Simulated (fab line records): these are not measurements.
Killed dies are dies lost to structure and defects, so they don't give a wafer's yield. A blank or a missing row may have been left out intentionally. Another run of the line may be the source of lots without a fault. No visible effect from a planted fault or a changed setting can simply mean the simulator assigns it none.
fab line records	flow nandHarc
record: lots: 7	wafers: 21	lastDay: 33
route steps=1302 shown P_STI@69
lots with no fault: from the same line, run without faults
startH: hours from the record's first day to the start of the lot's first wafer shown	waitH: time in hours since the lot's previous step	" same as the row above	L1.1+2: a single row standing in for several wafers	- no value present, or no start provided	* or withheld: withheld	< > ~ a bound
route shown NAME@n: names a module that has steps shown in the file, with the first one's number in the route	usual: average and standard deviation across the fault-free wafers	same: alike in all rows	chamber/n: place in a boat	sites: per-site readings	_std_site: standard deviation across them	_edge_site: the outer-site mean with the inner-site mean subtracted	radiusMm: for every site, how far away it sits from the centre of the wafer	mask NAME#n: copy n	behind: the most recent tool/chamber to have shaped the wafer	hold: what put the lot on hold/how long, in hours/how the hold closed	device: the n, p or np transistor that did not switch	end of line: the same wafers' tests at the end of the route	for a step that has no rows: nothing shown but its recipe	killed: dies lost to structure and defects at the first sort, not the wafer's yield	map: shows each die of a wafer: x if killed, . if not, _ if none is there
set.NAME: the setting the step ran with; set.NAME@STEP: the setting that earlier step ran with	model.NAME: the simulator's own value behind a step, which no gauge read
lots at some steps of the route; a table a step, a row a wafer
services: when a tool's chamber went out of use (startH, in hours from the record's first day, below 0 if earlier), for how many hours, and the reason
== steps ==
step: NHARC_P_STI_ETCH_26
recipe: targetDepthA: 110	chemistry: dHF	material: SiO2
step: NHARC_P_STI_PRECLEAN_27
recipe: timeS: *	tempC: 50	bathAgeMin: 0	chemistry: SC1
step: NHARC_P_STI_SRD_28
step: NHARC_P_STI_OXIDE_29
recipe: targetThkA: 100	tempC: 900	oxTimeS: 1362	material: SiO2
step: NHARC_P_STI_HM_DEP_30
recipe: targetThkA: 800	tempC: 790	pressureMtorr: 300	timeS: 873	material: Si3N4
step: NHARC_P_STI_DEHYDRATE_01
recipe: tempC: 150	timeS: 120
step: NHARC_P_STI_HMDS_02
recipe: timeS: 30
step: NHARC_P_STI_COAT_41
recipe: tempC: 200	timeS: 65
step: NHARC_P_STI_COAT_03
recipe: spinRpm: 2000	resistThkNm: 600
step: NHARC_P_STI_SOFTBAKE_04
recipe: tempC: 125	timeS: 70
step: NHARC_P_STI_EBR_05
step: NHARC_P_STI_EXPOSE_06
recipe: na: 0.55	targetCdNm: 200	doseMj: 37.69	maskId: P_STI
step: NHARC_P_STI_PEB_07
recipe: pebTempC: 128	pebTimeS: 80
usual: heaterPowerTotalW: 189.7/0.77	plateTempC: 127.98/0.14
lot.wafer	tool	chamber	startH	waitH	heaterPowerTotalW	plateTempC
L238.3	lithoTrack-02	0	44.62	0.1	190.6	127.94
L238.5	"	0	"	"	190.7	128.16
L238.6	"	0	"	"	189.8	127.99
L244.3	lithoTrack-02	0	103.93	0.1	189.5	128.09
L244.4	"	0	"	"	189.9	127.85
L244.6	"	0	"	"	189.6	127.63
L250.1	lithoTrack-05	0	164.98	0.1	190.7	127.92
L250.5	"	0	"	"	190.7	128.22
L250.6	"	0	"	"	190.7	127.97
L257.1	lithoTrack-02	0	237.00	0.1	184.0	125.57
L257.4	"	0	"	"	186.2	125.70
L257.6	"	0	"	"	186.1	125.67
L259.1	lithoTrack-02	0	253.58	0.1	184.5	125.50
L259.2	"	0	"	"	185.2	125.66
L259.4	"	0	"	"	186.3	125.56
L260.2	lithoTrack-02	0	262.91	0.1	184.0	125.65
L260.4	"	0	"	"	185.2	125.59
L260.6	"	0	"	"	184.3	125.66
L261.1	lithoTrack-07	0	273.43	0.1	188.9	128.05
L261.5	"	0	"	"	189.6	127.92
L261.6	"	0	"	"	188.6	127.87
step: NHARC_P_STI_DEVELOP_08
recipe: timeS: 50	devTempC: 22
step: NHARC_P_STI_CD_MEAS_09
recipe: targetCdNm: 200	landingEnergyEv: 500
usual: cdNm: 200/3.6
lot.wafer	tool	chamber	startH	waitH	hold	cdNm
L238.3	cdSem-01	0	44.71	-	-	202
L238.5	"	0	"	"	-	204
L238.6	"	0	"	"	-	197
L244.3	cdSem-01	0	104.02	-	-	203
L244.4	"	0	"	"	-	198
L244.6	"	0	"	"	-	199
L250.1	cdSem-03	0	165.06	-	-	202
L250.5	"	0	"	"	-	199
L250.6	"	0	"	"	-	202
L257.1	cdSem-01	0	237.08	-	awaitDispo/0.2h/release	178
L257.4	"	0	"	"	awaitDispo/0.2h/release	184
L257.6	"	0	"	"	awaitDispo/0.2h/release	188
L257.1	cdSem-01	0	-	-	-	178
L257.4	"	0	"	"	-	184
L257.6	"	0	"	"	-	188
L259.1	cdSem-01	0	253.67	-	awaitDispo/0.2h/release	178
L259.2	"	0	"	"	awaitDispo/0.2h/release	182
L259.4	"	0	"	"	awaitDispo/0.2h/release	183
L259.1	cdSem-01	0	-	-	-	178
L259.2	"	0	"	"	-	182
L259.4	"	0	"	"	-	182
L260.2	cdSem-02	0	263.00	-	awaitDispo/0.2h/release	185
L260.4	"	0	"	"	awaitDispo/0.2h/release	184
L260.6	"	0	"	"	awaitDispo/0.2h/release	189
L260.2	cdSem-02	0	-	-	-	186
L260.4	"	0	"	"	-	184
L260.6	"	0	"	"	-	189
L261.1	cdSem-01	0	273.51	-	-	202
L261.5	"	0	"	"	-	200
L261.6	"	0	"	"	-	202
step: NHARC_P_STI_OVL_MEAS_10
usual: overlayXNm: 1/5.9	overlayYNm: 0/7.3
lot.wafer	tool	chamber	startH	waitH	hold	overlayXNm	overlayYNm
L238.3	overlay-01	-	44.79	-	-	4	-5
L238.5	"	-	"	"	-	4	-5
L238.6	"	-	"	"	-	5	-5
L244.3	overlay-01	-	104.10	-	-	2	1
L244.4	"	-	"	"	-	2	1
L244.6	"	-	"	"	-	2	1
L250.1	overlay-01	-	165.15	-	-	3	-3
L250.5	"	-	"	"	-	3	-3
L250.6	"	-	"	"	-	3	-3
L257.1	overlay-02	-	239.64	-	awaitDispo/2.3h/release	-3	2
L257.4	"	-	"	"	awaitDispo/2.3h/release	-3	2
L257.6	"	-	"	"	awaitDispo/2.3h/release	-3	3
L259.1	overlay-02	-	256.70	-	awaitDispo/2.8h/release	6	6
L259.2	"	-	"	"	awaitDispo/2.8h/release	6	6
L259.4	"	-	"	"	awaitDispo/2.8h/release	6	6
L260.2	overlay-01	-	266.82	-	awaitDispo/3.6h/release	6	-4
L260.4	"	-	"	"	awaitDispo/3.6h/release	6	-3
L260.6	"	-	"	"	awaitDispo/3.6h/release	7	-3
L261.1	overlay-02	-	273.60	-	-	3	4
L261.5	"	-	"	"	-	4	3
L261.6	"	-	"	"	-	3	4
step: NHARC_P_STI_INSPECT_11
usual: rawDefectCount: 6/3.3
lot.wafer	tool	chamber	startH	waitH	rawDefectCount
L238.3	defectInspect-02	-	44.83	0.0	6
L238.5	"	-	"	"	3
L238.6	"	-	"	"	10
L244.3	defectInspect-01	-	104.14	0.0	9
L244.4	"	-	"	"	2
L244.6	"	-	"	"	4
L250.1	defectInspect-01	-	165.19	0.0	3
L250.5	"	-	"	"	4
L250.6	"	-	"	"	5
L257.1	defectInspect-02	-	239.67	0.0	5
L257.4	"	-	"	"	7
L257.6	"	-	"	"	6
L259.1	defectInspect-01	-	256.74	0.0	4
L259.2	"	-	"	"	8
L259.4	"	-	"	"	6
L260.2	defectInspect-01	-	266.86	0.0	6
L260.4	"	-	"	"	4
L260.6	"	-	"	"	6
L261.1	defectInspect-01	-	273.64	0.0	4
L261.5	"	-	"	"	4
L261.6	"	-	"	"	7
step: NHARC_P_STI_HARDBAKE_13
recipe: tempC: 118	timeS: 65
step: NHARC_P_STI_DESCUM_14
recipe: timeS: 3	o2FlowSccm: 200	arFlowSccm: 0	biasPowerW: 0	chemistry: O2
usual: drypumpMotorCurrentA: 5.8/0.31	oesProductAu: 1.003/0.015	rfVppV: 57.7/0.89	showerheadPlenumPTorr: 1.90/0.068	throttleValvePct: 11.311/0.0093
lot.wafer	tool	chamber	startH	waitH	drypumpMotorCurrentA	oesProductAu	rfHoursCounterH	rfVppV	showerheadPlenumPTorr	throttleValvePct	model.P_STI.cdNm
L238.3	rieDiel-04	2	44.97	-	6.0	1.002	1.4	59.0	1.92	11.319	201.3
L238.5	"	1	"	"	5.8	1.017	-	58.6	1.99	11.301	203.8
L238.6	"	2	"	"	6.0	1.002	-	56.5	1.92	11.291	196.5
L244.4	rieDiel-05	2	104.27	-	5.6	1.002	2.7	58.7	1.99	11.315	197.3
L244.3	"	3	"	"	5.4	1.008	2.2	56.6	1.78	11.309	202.6
L244.6	"	2	"	"	5.6	0.991	-	58.3	1.99	11.314	197.9
L250.1	rieDiel-05	2	165.33	-	5.6	1.006	6.0	58.7	1.99	11.311	201.5
L250.6	"	1	"	"	6.0	0.984	-	57.9	1.89	11.318	202.2
L250.5	"	2	"	"	5.6	1.012	-	57.8	1.99	11.304	198.6
L257.4	rieDiel-07	3	239.83	-	5.8	1.024	8.3	55.3	1.79	11.308	184
L257.1	"	0	"	"	5.1	1.024	8.8	58.3	2.01	11.318	177.9
L257.6	"	3	"	"	5.8	1.024	-	57.9	1.79	11.307	187.4
L259.1	rieDiel-04	2	256.87	-	5.9	1.023	5.2	57.1	1.92	11.309	177.2
L259.2	"	0	"	"	5.6	0.992	4.5	57.9	1.83	11.312	183
L259.4	"	1	"	"	5.7	1.008	4.8	57.7	1.99	11.308	183.7
L260.4	rieDiel-04	2	266.99	-	6.0	1.030	6.1	57.5	1.92	11.314	183.6
L260.2	"	0	"	"	5.6	0.990	5.3	56.1	1.82	11.334	186.2
L260.6	"	3	"	"	6.4	1.005	-	57.4	1.90	11.327	188.6
L261.1	rieDiel-05	3	273.78	-	5.5	1.001	0.7	57.6	1.78	11.305	202.9
L261.6	"	2	"	"	5.6	1.014	-	59.2	1.99	11.319	202.6
L261.5	"	3	"	"	5.5	1.001	-	58.1	1.78	11.300	200
step: NHARC_P_STI_ETCH_42
recipe: targetDepthA: 800	overetchA: 240	timeS: 61	ionEnergyEv: 200	n2FlowSccm: 150	h2FlowSccm: 150	arFlowSccm: 0	rfW: 400	biasW: 150	chemistry: N2/H2
usual: drypumpMotorCurrentA: 5.8/0.35	oesProductAu: 1.001/0.016	rfFwdPowerW: 395.4/1.6	rfVppV: 430.1/2.2	showerheadPlenumPTorr: 2.03/0.075	throttleValvePct: 14.171/0.0089
lot.wafer	tool	chamber	startH	waitH	drypumpMotorCurrentA	oesProductAu	rfFwdPowerW	rfHoursCounterH	rfVppV	showerheadPlenumPTorr	throttleValvePct
L238.3	rieDiel-04	0	45.05	0.1	5.6	0.976	395.9	1.8	427.6	1.95	14.174
L238.5	"	0	"	"	5.6	0.975	395.6	-	428.1	1.95	14.162
L238.6	"	1	"	"	5.8	1.004	397.8	-	432.6	2.13	14.156
L244.3	rieDiel-05	2	104.36	0.1	5.6	0.987	397.2	2.7	432.5	2.12	14.176
L244.4	"	3	"	"	5.5	1.017	395.8	2.2	425.5	1.90	14.173
L244.6	"	2	"	"	5.6	0.994	395.6	-	430.8	2.12	14.181
L250.1	rieDiel-05	3	165.42	0.1	5.5	0.988	396.8	5.3	427.2	1.90	14.171
L250.6	"	0	"	"	6.0	0.978	392.5	-	430.6	2.03	14.166
L250.5	"	1	"	"	6.0	0.997	391.8	-	429.3	2.02	14.158
L257.1	rieDiel-07	3	239.92	0.1	5.8	1.019	392.1	8.3	426.2	1.91	14.167
L257.4	"	2	"	"	5.7	1.011	394.5	8.9	429.1	1.97	14.174
L257.6	"	3	"	"	5.8	1.008	392.1	-	427.4	1.91	14.161
L259.1	rieDiel-04	2	256.96	0.1	6.0	1.022	395.6	5.2	432.0	2.05	14.180
L259.4	"	3	"	"	6.4	1.001	394.2	4.8	431.4	2.03	14.172
L259.2	"	0	"	"	5.6	0.983	398.2	4.5	427.1	1.94	14.172
L260.4	rieDiel-04	1	267.08	0.1	5.8	1.034	396.8	5.5	433.4	2.12	14.185
L260.2	"	3	"	"	6.4	1.010	394.8	5.8	429.7	2.03	14.173
L260.6	"	1	"	"	5.8	1.022	396.2	-	434.4	2.12	14.159
L261.1	rieDiel-05	0	273.87	0.1	6.0	0.979	393.6	0.6	430.6	2.03	14.189
L261.6	"	2	"	"	5.6	1.017	396.5	-	432.7	2.12	14.157
L261.5	"	3	"	"	5.5	1.005	397.0	-	426.3	1.89	14.164
step: NHARC_P_STI_ETCH_31
recipe: targetDepthA: 1089	timeS: 54.5	cf4FlowSccm: 100	chf3FlowSccm: 30	arFlowSccm: 0	rfW: 500	biasW: 200	chemistry: CF4/CHF3
usual: drypumpMotorCurrentA: 5.8/0.35	oesProductAu: 0.961/0.021	rfFwdPowerW: 493.8/2.3	rfVppV: 370.3/2	showerheadPlenumPTorr: 1.57/0.053	throttleValvePct: 16.802/0.0093
lot.wafer	tool	chamber	startH	waitH	drypumpMotorCurrentA	oesProductAu	rfFwdPowerW	rfHoursCounterH	rfVppV	showerheadPlenumPTorr	throttleValvePct
L238.3	rieDiel-04	0	-	-	5.6	0.954	492.9	1.8	367.8	1.51	16.801
L238.6	"	1	"	"	5.7	0.970	497.2	-	371.9	1.64	16.793
L238.5	"	2	"	"	5.9	0.974	490.6	-	370.8	1.58	16.793
L244.3	rieDiel-05	2	-	-	5.6	0.969	495.4	2.8	373.7	1.63	16.811
L244.4	"	3	"	"	5.5	0.981	495.0	2.3	366.4	1.47	16.816
L244.6	"	0	"	"	6.0	0.957	488.1	-	371.0	1.57	16.808
L250.1	rieDiel-05	0	-	-	6.0	0.948	495.3	5.0	369.6	1.56	16.801
L250.6	"	1	"	"	6.0	0.951	488.8	-	368.4	1.56	16.794
L250.5	"	2	"	"	5.6	0.956	494.9	-	373.7	1.63	16.809
L257.1	rieDiel-07	0	-	-	5.1	0.990	495.3	8.8	373.6	1.65	16.820
L257.4	"	1	"	"	5.3	0.981	492.7	9.4	369.7	1.57	16.810
L257.6	"	1	"	"	5.3	0.977	491.1	-	370.5	1.57	16.819
L259.4	rieDiel-04	2	-	-	5.9	0.980	491.2	5.2	370.9	1.58	16.806
L259.2	"	0	"	"	5.6	0.971	495.0	4.5	367.8	1.51	16.804
L259.1	"	1	"	"	5.7	0.986	494.0	4.8	372.7	1.63	16.810
L260.4	rieDiel-04	0	-	-	5.6	0.911	494.6	5.3	368.0	1.50	16.796
L260.2	"	2	"	"	5.9	0.957	494.4	6.1	369.9	1.58	16.806
L260.6	"	1	"	"	5.7	0.944	498.5	-	371.1	1.63	16.795
L261.1	rieDiel-05	1	-	-	6.0	0.981	491.1	0.6	369.3	1.56	16.807
L261.6	"	0	"	"	6.0	0.949	491.6	-	369.9	1.56	16.803
L261.5	"	1	"	"	5.9	0.983	491.4	-	371.7	1.56	16.794
step: NHARC_P_STI_ETCH_15
recipe: targetDepthA: 3000	taperDeg: 4	timeS: 100.1	hbrFlowSccm: 150	cl2FlowSccm: 50	rfW: 400	icpW: 400	biasW: 100	chemistry: HBr/Cl2
usual: drypumpMotorCurrentA: 5.8/0.47	hbrFlowSccm: 150.1/0.4	oesProductAu: 0.999/0.012	rfFwdPowerW: 397.4/1.6	throttleValvePct: 26.406/0.0095
lot.wafer	tool	chamber	startH	waitH	drypumpMotorCurrentA	hbrFlowSccm	oesProductAu	rfFwdPowerW	rfHoursCounterH	throttleValvePct	model.P_STI.cdNm
L238.3	rieSi-05	3	45.28	-	6.7	150.5	0.999	396.5	0.5	26.410	200.3
L238.5	"	0	"	"	5.9	150.6	0.986	397.4	-	26.400	203.4
L238.6	"	1	"	"	5.6	150.1	1.002	395.1	-	26.401	197.4
L244.3	rieSi-05	0	104.58	-	5.9	150.1	1.002	399.3	0.9	26.412	201.7
L244.4	"	1	"	"	5.6	149.9	1.018	394.9	0.9	26.426	197.2
L244.6	"	2	"	"	5.0	150.2	0.998	396.6	-	26.397	198.5
L250.1	rieSi-01	1	165.60	-	6.0	149.8	0.991	396.9	0.9	26.408	201.7
L250.6	"	1	"	"	6.0	149.7	0.992	394.1	-	26.412	201.8
L250.5	"	2	"	"	6.2	149.8	0.997	398.9	-	26.411	198.1
L257.4	rieSi-01	3	240.42	-	6.1	150.3	1.010	397.1	0.3	26.400	183.1
L257.1	"	2	"	"	6.3	149.4	1.003	398.8	0.2	26.409	177.2
L257.6	"	0	"	"	5.8	149.7	0.997	397.8	-	26.421	187.5
L259.2	rieSi-05	1	257.41	-	5.7	150.2	1.017	397.9	0.7	26.403	184.6
L259.4	"	2	"	"	5.0	150.5	0.995	398.3	0.6	26.396	182.5
L259.1	"	3	"	"	6.7	149.7	1.017	392.5	0.8	26.410	178.2
L260.4	rieSi-02	1	267.27	-	5.5	150.1	0.992	396.3	1.0	26.405	183.8
L260.2	"	3	"	"	5.1	150.4	0.995	399.2	1.0	26.407	185.1
L260.6	"	2	"	"	5.8	150.3	0.980	398.2	-	26.388	188.3
L261.1	rieSi-02	3	274.09	-	5.1	150.1	0.991	399.0	1.0	26.409	199.2
L261.6	"	2	"	"	5.8	150.8	0.993	395.2	-	26.402	204
L261.5	"	3	"	"	5.0	149.9	1.009	398.9	-	26.398	200.1
step: NHARC_P_STI_CD_MEAS_16
usual: cdNm: 200/3.6
lot.wafer	tool	chamber	startH	waitH	hold	cdNm
L238.3	cdSem-02	-	45.40	-	-	200
L238.5	"	-	"	"	-	204
L238.6	"	-	"	"	-	197
L244.3	cdSem-02	-	104.72	-	-	202
L244.4	"	-	"	"	-	197
L244.6	"	-	"	"	-	198
L250.1	cdSem-03	-	165.76	-	-	202
L250.5	"	-	"	"	-	198
L250.6	"	-	"	"	-	202
L257.1	cdSem-01	-	240.58	-	awaitDispo/0.2h/release	178
L257.4	"	-	"	"	awaitDispo/0.2h/release	183
L257.6	"	-	"	"	awaitDispo/0.2h/release	188
L257.1	cdSem-01	-	240.76	0.2	-	177
L257.4	"	-	"	"	-	183
L257.6	"	-	"	"	-	188
L259.1	cdSem-02	-	257.55	-	awaitDispo/0.2h/release	178
L259.2	"	-	"	"	awaitDispo/0.2h/release	185
L259.4	"	-	"	"	awaitDispo/0.2h/release	183
L259.1	cdSem-02	-	257.74	0.2	-	178
L259.2	"	-	"	"	-	184
L259.4	"	-	"	"	-	182
L260.2	cdSem-03	-	267.43	-	awaitDispo/0.2h/release	185
L260.4	"	-	"	"	awaitDispo/0.2h/release	184
L260.6	"	-	"	"	awaitDispo/0.2h/release	188
L260.2	cdSem-03	-	267.61	0.2	-	185
L260.4	"	-	"	"	-	184
L260.6	"	-	"	"	-	188
L261.1	cdSem-01	-	274.24	-	-	199
L261.5	"	-	"	"	-	200
L261.6	"	-	"	"	-	204
step: NHARC_P_STI_OCD_MEAS_17
usual: trenchDepthNm: 300/5.3	trenchFootCdNm: 158/3.6
lot.wafer	tool	chamber	startH	waitH	hold	trenchDepthNm	trenchFootCdNm
L238.3	ocd-02	-	45.49	0.1	-	305	160
L238.5	"	-	"	"	-	291	163
L238.6	"	-	"	"	-	301	156
L244.3	ocd-02	-	104.80	0.1	-	299	161
L244.4	"	-	"	"	-	307	156
L244.6	"	-	"	"	-	296	157
L250.1	ocd-02	-	165.85	0.1	-	299	160
L250.5	"	-	"	"	-	296	157
L250.6	"	-	"	"	-	298	160
L257.1	ocd-02	-	246.03	5.3	awaitDispo/0.2h/release	302	135
L257.4	"	-	"	"	awaitDispo/0.2h/release	303	141
L257.6	"	-	"	"	awaitDispo/0.2h/release	298	146
L257.1	ocd-02	-	246.20	0.2	-	302	136
L257.4	"	-	"	"	-	303	141
L257.6	"	-	"	"	-	298	146
L259.1	ocd-01	-	260.85	3.1	awaitDispo/0.2h/release	307	135
L259.2	"	-	"	"	awaitDispo/0.2h/release	310	139
L259.4	"	-	"	"	awaitDispo/0.2h/release	298	141
L259.1	ocd-01	-	261.03	0.2	-	307	135
L259.2	"	-	"	"	-	310	139
L259.4	"	-	"	"	-	299	141
L260.2	ocd-02	-	269.59	2.0	awaitDispo/0.2h/release	298	144
L260.4	"	-	"	"	awaitDispo/0.2h/release	300	142
L260.6	"	-	"	"	awaitDispo/0.2h/release	290	148
L260.2	ocd-02	-	269.76	0.2	-	298	144
L260.4	"	-	"	"	-	300	142
L260.6	"	-	"	"	-	290	149
L261.1	ocd-01	-	274.33	0.1	-	299	161
L261.5	"	-	"	"	-	300	158
L261.6	"	-	"	"	-	295	161
== services ==
tool	chamber	startH	hours	kind
rieDiel-07	-	32.12	0.3	repair
rieDiel-05	0	50.71	6.1	repair
lithoTrack-02	-	52.00	7.0	pm
rieDiel-05	-	52.73	9.0	pm
rieSi-01	3	64.58	2.4	repair
rieDiel-05	3	65.90	1.3	repair
rieSi-02	3	89.96	9.5	repair
rieSi-02	2	91.12	3.2	repair
rieSi-02	-	100.06	9.0	pm
rieSi-05	0	111.09	5.7	repair
rieDiel-07	-	117.41	9.0	pm
rieSi-05	-	128.00	9.0	pm
rieSi-02	3	161.77	7.6	repair
rieDiel-04	-	177.90	9.0	pm
rieSi-01	-	193.00	9.0	pm
rieDiel-05	2	226.72	16.2	repair
lithoTrack-02	-	227.00	7.0	pm
rieDiel-05	-	229.73	9.0	pm
rieSi-05	2	238.40	3.0	repair
rieSi-01	2	244.23	7.9	repair
rieDiel-07	1	265.50	10.0	repair
rieSi-02	0	265.69	4.5	repair
rieSi-05	2	267.15	5.6	repair
rieSi-02	0	273.88	3.4	repair
== key ==
firstSign: step: NHARC_P_STI_PEB_07	reading: plateTempC	direction: down	sigmas: 17	usual: *	struck: *
effect: step: NHARC_P_STI_PEB_07	reading: heaterPowerTotalW	direction: down	sigmas: 6	usual: *	struck: *
effect: step: NHARC_P_STI_CD_MEAS_09	reading: visit	direction: added	through: controlLoop
effect: step: NHARC_P_STI_CD_MEAS_16	reading: visit	direction: added	through: controlLoop
effect: step: NHARC_P_STI_OCD_MEAS_17	reading: visit	direction: added	through: controlLoop
modelEffect: step: NHARC_P_STI_DESCUM_14	value: P_STI.cdNm	without: 204	struck: 183.5
modelEffect: step: NHARC_P_STI_ETCH_15	value: P_STI.cdNm	without: 203.8	struck: 183.4
metAt NHARC_P_STI_PEB_07
struckWafers L257.1,L257.4,L257.6,L259.1,L259.2,L259.4,L260.2,L260.4,L260.6
sortLeftOut L257.1,L257.4,L257.6,L259.1,L259.2,L259.4,L260.2,L260.4,L260.6
testerLeftOut L257,L259,L260
loopTrim: step: NHARC_P_STI_EXPOSE_06	setting: dose	lots: L260
onsetBetween 103.93 237.00
fault: kind: processParameterDrift	tool: lithoTrack-02	chamber: -	onsetH: 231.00	steps: NHARC_P_STI_PEB_07	channel: pebTempC	offset: *	shape: step	endH: 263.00	actsIn: *	stated: *
testerLeftOut: of these lots the tester's yield and bins aren't shown, on N5 and GAA mostly nor the transistor test; their killed dies are dies lost to structure and defects alone, not to doping, threshold or leakage, so they don't give the yield
sortLeftOut: the simulated sort isn't trusted on such a fault, so these wafers' sort isn't shown, and their yield isn't known
loopTrim: a control loop set the setting to another value than it would have without faults
